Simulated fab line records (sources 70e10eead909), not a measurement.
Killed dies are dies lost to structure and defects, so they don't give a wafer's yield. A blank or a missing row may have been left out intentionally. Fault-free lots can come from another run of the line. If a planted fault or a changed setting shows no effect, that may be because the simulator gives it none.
Which tool was responsible? | flow nandHarc | 13 lots, 38 wafers sampled, at 5 steps of a route of 1302

## WHAT THE GAUGES SHOWED, per wafer
NHARC_A_BONDPAD_CD_MEAS_09: the cd target is 500 nm.
lot  | measured     | on       | cdNm (nm)
L846 | day 23 12:25 | cdSem-02 | 499.2 500.1 495.2
L844 | day 23 14:01 | cdSem-02 | 499.4 501.4 499.1
L849 | day 25 15:19 | cdSem-03 | 499.4 500.2 500.6
L852 | day 25 21:22 | cdSem-02 | 500.9 498.8 500.3
L851 | day 27 04:20 | cdSem-02 | 498.0 496.2 499.8
L853 | day 27 06:06 | cdSem-02 | 499.8 500.7 500.9
L855 | day 27 08:47 | cdSem-03 | 501.3 499.8 498.9
L854 | day 27 12:46 | cdSem-02 | 502.1 502.9 501.8
L856 | day 28 05:38 | cdSem-02 | 499.3 501.0 500.1
L860 | day 29 05:23 | cdSem-03 | 500.5 500.3 503.7
L861 | day 29 08:21 | cdSem-01 | 501.0 498.0
L864 | day 31 09:12 | cdSem-02 | 500.1 498.6 499.7
L867 | day 33 00:56 | cdSem-03 | 496.8 500.0 500.1

NHARC_A_BONDPAD_OVL_MEAS_35.
lot  | measured     | on         | overlayXNm (nm) | overlayYNm (nm)
L846 | day 23 12:30 | overlay-01 | -1 -1 0         | 1 1 1
L844 | day 23 14:06 | overlay-01 | -5 -5 -5        | -3 -2 -3
L849 | day 25 15:24 | overlay-01 | 0 0 0           | -8 -8 -8
L852 | day 25 21:27 | overlay-01 | -1 -1 -1        | -9 -9 -10
L851 | day 27 04:25 | overlay-01 | -3 -3 -3        | 8 7 7
L853 | day 27 06:11 | overlay-02 | 3 3 2           | -4 -4 -4
L855 | day 27 08:52 | overlay-02 | 7 7 7           | 7 6 7
L854 | day 27 12:51 | overlay-02 | 0 0 0           | -8 -8 -9
L856 | day 28 05:44 | overlay-01 | -1 -1 -1        | -2 -1 -2
L860 | day 29 05:29 | overlay-01 | -5 -5 -4        | -9 -9 -9
L861 | day 29 08:26 | overlay-02 | -5 -5           | -3 -3
L864 | day 31 09:17 | overlay-02 | -12 -13 -12     | -4 -4 -4
L867 | day 33 01:01 | overlay-01 | 2 1 1           | 2 2 3

NHARC_END_SORT_01.
lot  | measured     | on        | defectLimitedYield (%) | killedAtArray | killedAtOther | killedAtPeriphery | killedDies | killedOpen | killedShort
L856 | day 29 14:52 | prober-02 | 0 89.7 90.1            | 672 65 65     | 2 0 0         | 3 5 2             | 677 70 67  | 5 1 1      | 7 0 3

## EACH LOT AND THE TOOL THAT RAN IT (in order: tool; ch and the chambers of the sampled wafers; start)
lot  | NHARC_A_BONDPAD_PVD_27      | NHARC_THIN_TSV_DESCUM_35
L846 | pvdSputter-02, day 23 13:50 | rieDiel-04 ch 0,2,3, day 24 09:26
L844 | pvdSputter-02, day 23 15:26 | rieDiel-03 ch 0,3, day 24 11:53
L849 | pvdSputter-01, day 25 16:41 | rieDiel-03 ch 0,2, day 26 15:38
L852 | pvdSputter-03, day 25 22:46 | rieDiel-03 ch 0,3, day 26 16:46
L851 | pvdSputter-03, day 27 05:43 | rieDiel-03 ch 1,2,3, day 28 03:31
L853 | pvdSputter-02, day 27 07:35 | rieDiel-04 ch 0,1,2, day 28 02:27
L855 | pvdSputter-03, day 27 10:10 | rieDiel-03 ch 0,1,2, day 28 07:48
L854 | pvdSputter-03, day 27 14:08 | rieDiel-01 ch 0,2, day 28 06:46
L856 | pvdSputter-03, day 28 07:07 | rieDiel-01 ch 0,2, day 29 03:53
L860 | pvdSputter-01, day 29 06:49 | rieDiel-03 ch 0,1,3, day 30 02:40
L861 | pvdSputter-03, day 29 09:46 | rieDiel-01 ch 0, day 30 03:53
L864 | pvdSputter-01, day 31 10:37 | rieDiel-04 ch 1,2,3, day 32 10:09
L867 | pvdSputter-03, day 33 02:18 | rieDiel-01 ch 0,2, day 33 22:38
- NHARC_A_BONDPAD_PVD_27: deposits Cu, target thk 30 nm, time 20.49 s.
- NHARC_THIN_TSV_DESCUM_35: chemistry O2, time 3 s.

## AS READ BY THE TOOLS THEMSELVES (means over the sampled wafers that have a number; for cases with no such wafer, the mark the record gives instead)
NHARC_A_BONDPAD_PVD_27.
lot  | tool          | throttleValvePct (%)
L846 | pvdSputter-02 | 30.2
L844 | pvdSputter-02 | 29.5
L849 | pvdSputter-01 | 29.6
L852 | pvdSputter-03 | 29.5
L851 | pvdSputter-03 | 29.5
L853 | pvdSputter-02 | 29.3
L855 | pvdSputter-03 | 29.2
L854 | pvdSputter-03 | 28.8
L856 | pvdSputter-03 | 29.1
L860 | pvdSputter-01 | 29.1
L861 | pvdSputter-03 | 29.4
L864 | pvdSputter-01 | 29.8
L867 | pvdSputter-03 | 28.9

NHARC_THIN_TSV_DESCUM_35.
lot  | tool       | drypumpMotorCurrentA (A) | oesProductAu (a.u.) | rfVppV (V) | showerheadPlenumPTorr (Torr) | throttleValvePct (%)
L846 | rieDiel-04 | 5.8                      | 0.992               | 58.1       | 1.99                         | 11.309
L844 | rieDiel-03 | 5.3                      | 0.994               | 58.3       | 1.95                         | 11.303
L849 | rieDiel-03 | 5.8                      | 0.995               | 57.5       | 1.83                         | 11.314
L852 | rieDiel-03 | 5.6                      | 0.989               | 57.4       | 1.93                         | 11.310
L851 | rieDiel-03 | 5.6                      | 0.996               | 58.5       | 1.94                         | 11.311
L853 | rieDiel-04 | 5.5                      | 1.002               | 58.5       | 1.99                         | 11.312
L855 | rieDiel-03 | 6.0                      | 1.004               | 56.9       | 1.91                         | 11.310
L854 | rieDiel-01 | 5.8                      | 1.000               | 58.0       | 2.03                         | 11.318
L856 | rieDiel-01 | 5.6                      | 1.011               | 57.3       | 2.02                         | 11.318
L860 | rieDiel-03 | 5.7                      | 0.998               | 58.7       | 1.97                         | 11.306
L861 | rieDiel-01 | 4.9                      | 1.009               | 58.5       | 2.00                         | 11.313
L864 | rieDiel-04 | 5.8                      | 1.004               | 58.4       | 2.02                         | 11.315
L867 | rieDiel-01 | 5.8                      | 1.017               | 58.2       | 2.02                         | 11.307

## THE ANSWER, worked out from the rows above alone
Rule: the lots themselves supply what counts as usual. The widest of any qualifying gaps counts: lots, ordered by their means at a reading, are off when they make up no more than a third of the lots, leave a main group of 4 or more, and stand apart from it by 3 or more times the standard deviation of that group's means. A main group is skipped when, at the precision printed for the reading in the tables above, its means are all equal. Also off: a lot with no number at a reading for which 4 or more lots have one. Any other lot the step has rows for is counted as sound. Order of review: gauges by route order, followed by the tools' own readings, for which a lot's mean as printed above is used. The first step at which some lot is off is used, and at that step the reading that is off furthest; a lot without a number counts as furthest.
No lot is off on any of the readings shown, so nothing can be concluded from this.

## WHAT HAD BEEN PUT IN BY THE SIMULATOR
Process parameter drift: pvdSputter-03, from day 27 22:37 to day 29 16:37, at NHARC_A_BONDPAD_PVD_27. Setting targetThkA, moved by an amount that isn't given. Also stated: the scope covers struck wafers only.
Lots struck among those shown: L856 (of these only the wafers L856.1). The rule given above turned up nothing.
